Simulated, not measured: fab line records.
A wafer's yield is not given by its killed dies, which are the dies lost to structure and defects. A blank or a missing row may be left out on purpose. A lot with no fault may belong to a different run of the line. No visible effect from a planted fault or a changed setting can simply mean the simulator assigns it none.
Struck lot and sound lot, side by side || flow n5_finfet || 15 steps out of a route of 1938
Sound: these wafers, L156.1, L156.4, L156.6. Wafers struck: L164.1, L164.2, L164.3. The cause is given at the end.
For every step that has rows: the tool of each side, followed by ch and its chambers, followed by its first start. Under that, the readings that differ: sound wafers || struck wafers || difference of the means || sigmas: that difference in standard deviations of wafers without a fault.
alike: same words and numbers on both sides, and readings whose means sit less than 2 such deviations apart. not compared: any withheld reading, any reading some wafer has no value for, any bound like >300 that may hide the same value, and any number with overlapping values for which the record gives no deviation.
Wherever a step has rows on one side only, a row that says differs or no value, or a row with sigmas, the two part there. Non-overlapping numbers with no deviation appear without sigmas and do not part them. Lack of a reading on every wafer of one side parts them only where that side has two or more wafers.

first, 1 step without rows for these wafers: N5_BEOL_M13_HARDBAKE_14 (time 120 s).
N5_BEOL_M13_CD_MEAS_10: the cd target is 190 nm.
  sound on cd_sem-01 ch 0, day 12 04:06; struck on cd_sem-01 ch 0, day 14 15:29
{"reading": "cd_nm (nm)", "sound": "186.4 188.9 187.8", "struck": "189.6 190.8 191.3", "difference": "+2.9", "sigmas": "+2"}
N5_BEOL_M13_OVL_MEAS_11:
  sound on overlay-02 ch 0, day 12 04:08; struck on overlay-01 ch 0, day 14 15:31
  alike: V12_OVL
N5_BEOL_M13_INSPECT_12: inspects for defects (macro).
  sound on defect_inspect-02, day 12 04:09; struck on defect_inspect-01, day 14 15:33
  alike: raw_defect_count
N5_BEOL_M13_DESCUM_15: chemistry O2, time 7.9 s.
  sound on rie_diel-05 ch 0,3, day 12 04:11; struck on rie_diel-04 ch 1,2,3, day 14 15:35
{"reading": "throttle_valve_pct (%)", "sound": "19.88 19.61 19.88", "struck": "20.53 20.55 20.50", "difference": "+0.74", "sigmas": "+2"}
  alike: chamber_pressure_mTorr, drypump_motor_current_A, oes_product_au, rf_vpp_V, showerhead_plenum_p_Torr
  not compared: rf_hours_counter_h
N5_BEOL_M13_ETCH_59: etches BARC in N2/H2, target depth 89 nm, overetch 26.7 nm, time 67.9 s.
  sound on rie_diel-05 ch 0,3, day 12 04:13; struck on rie_diel-04 ch 1,2,3, day 14 15:37
{"reading": "throttle_valve_pct (%)", "sound": "17.2 17.2 17.2", "struck": "18.0 17.9 18.0", "difference": "+0.8", "sigmas": "+2"}
  alike: chamber_pressure_mTorr, drypump_motor_current_A, oes_product_au, rf_vpp_V, showerhead_plenum_p_Torr
  not compared: rf_hours_counter_h
N5_BEOL_M13_VIA_ETCH_16: etches SiOC in C4F8/O2/Ar, target depth 921.7 nm.
  sound on rie_diel-05 ch 0,3, day 12 04:16; struck on rie_diel-04 ch 1,2,3, day 14 15:40
{"reading": "throttle_valve_pct (%)", "sound": "23.68 23.50 23.67", "struck": "24.25 24.15 24.18", "difference": "+0.58", "sigmas": "+2"}
  alike: chamber_pressure_mTorr, drypump_motor_current_A, oes_product_au, rf_vpp_V, showerhead_plenum_p_Torr
N5_BEOL_M13_STRIP_63: strips in N2/H2.
  sound on plasma_asher-01 ch 0,1, day 12 04:31; struck on plasma_asher-02 ch 0,1, day 14 15:55
{"reading": "strip_time_to_endpoint_s (s)", "sound": "28.4 25.1 26.8", "struck": "29.3 30.1 28.7", "difference": "+2.6", "sigmas": "+2"}
  alike: chamber_pressure_mTorr, drypump_motor_current_A, heater_power_w, oes_product_au
  not compared: rf_hours_counter_h
N5_BEOL_M13_STRIP_64: strips in N2/H2.
  sound on plasma_asher-01 ch 0,1, day 12 04:34; struck on plasma_asher-02 ch 0,1, day 14 15:58
  alike: drypump_motor_current_A, heater_power_w, oes_product_au, strip_time_to_endpoint_s
  not compared: rf_hours_counter_h
then, 2 steps without rows for these wafers: N5_BEOL_M13_STRIP_71 (strips in post etch residue remover, time 60 s); N5_BEOL_M13_SRD_72 (time 30 s, dry time 30 s).
N5_BEOL_M13_CD_MEAS_17: the cd target is 190 nm.
  sound on cd_sem-02, day 12 04:43; struck on cd_sem-03, day 14 16:07
{"reading": "cd_nm (nm)", "sound": "186.4 188.7 187.0", "struck": "190.3 191.3 192.4", "difference": "+4.0", "sigmas": "+2"}
N5_BEOL_M13_COAT_65: time 60 s, resist thk 350 nm.
  sound on litho_track-01 ch 0, day 12 04:46; struck on litho_track-02 ch 0, day 14 16:09
{"reading": "dispense_pressure_kPa (kPa)", "sound": "55 55 55", "struck": "42 42 42", "difference": -13, "sigmas": -2}
{"reading": "heater_power_total_W (W)", "sound": "502.0 499.4 497.9", "struck": "485.5 484.9 485.0", "difference": -14.6, "sigmas": -8}
{"reading": "plate_temp_C (C)", "sound": "249.79 250.05 250.16", "struck": "243.89 243.93 243.85", "difference": -6.11, "sigmas": -44}
then, 1 step without rows for these wafers: N5_BEOL_M13_COAT_66 (time 60 s, resist thk 110 nm).
N5_PASSIVATION_PROBE_49:
  sound wafers here have rows in the record (prober-02, day 13 23:56); struck ones have none

## WHERE THEY PART
First at N5_BEOL_M13_CD_MEAS_10; last, within this record, at N5_PASSIVATION_PROBE_49.

WHY: what had been put in by the simulator
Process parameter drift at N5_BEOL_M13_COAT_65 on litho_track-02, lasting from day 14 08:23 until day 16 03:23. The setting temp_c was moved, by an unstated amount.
